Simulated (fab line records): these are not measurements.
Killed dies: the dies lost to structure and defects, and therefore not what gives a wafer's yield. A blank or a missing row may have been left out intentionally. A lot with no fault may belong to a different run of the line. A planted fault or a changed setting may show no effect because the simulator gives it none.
Chamber matching	flow nand_harc	pecvd-01 running NHARC_A_STAIRCASE_DEP_259: 3 sister chambers
The step deposits SiON, target thk 30 nm. 3 wafers are shown with their chamber, then 9 later ones without.

## WAFERS WITH THEIR CHAMBER
wafer	chamber	heater_power_w (W)
L089.1	1	831
L089.4	0	690
L089.5	2	818

## WAFERS WITHOUT THEIR CHAMBER
wafer	heater_power_w (W)
L091.1	658
L091.3	878
L091.5	844
L092.1	752
L092.2	843
L092.4	583
L096.1	588
L096.4	765
L096.5	744

## EACH ONE'S CHAMBER
wafer	from the rows above	in truth
L091.1	0	0
L091.3	can't be placed: 1 or 2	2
L091.5	can't be placed: 1 or 2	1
L092.1	can't be placed: 0 or 2 or 1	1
L092.2	can't be placed: 1 or 2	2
L092.4	0	0
L096.1	0	0
L096.4	can't be placed: 2 or 1 or 0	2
L096.5	can't be placed: 0 or 2 or 1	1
Correct placement for 3 of the 9. Can't be placed from these rows: 6 (the true chamber is among the candidates in 6). Wrongly placed: 0.
How it was worked out, from the rows above alone: a wafer's distance from a chamber is the root of the sum, over the readings, of the square of ((its reading less the chamber's mean) divided by the reading's scatter). The wafer belongs to the nearest chamber; if the next one is less than 2 further off, it can't be placed. The mean given for a chamber averages the wafers shown for that chamber. The scatter: with one shown wafer a chamber, the root of the mean of the squares of how far each hidden wafer lies from its nearest shown one.
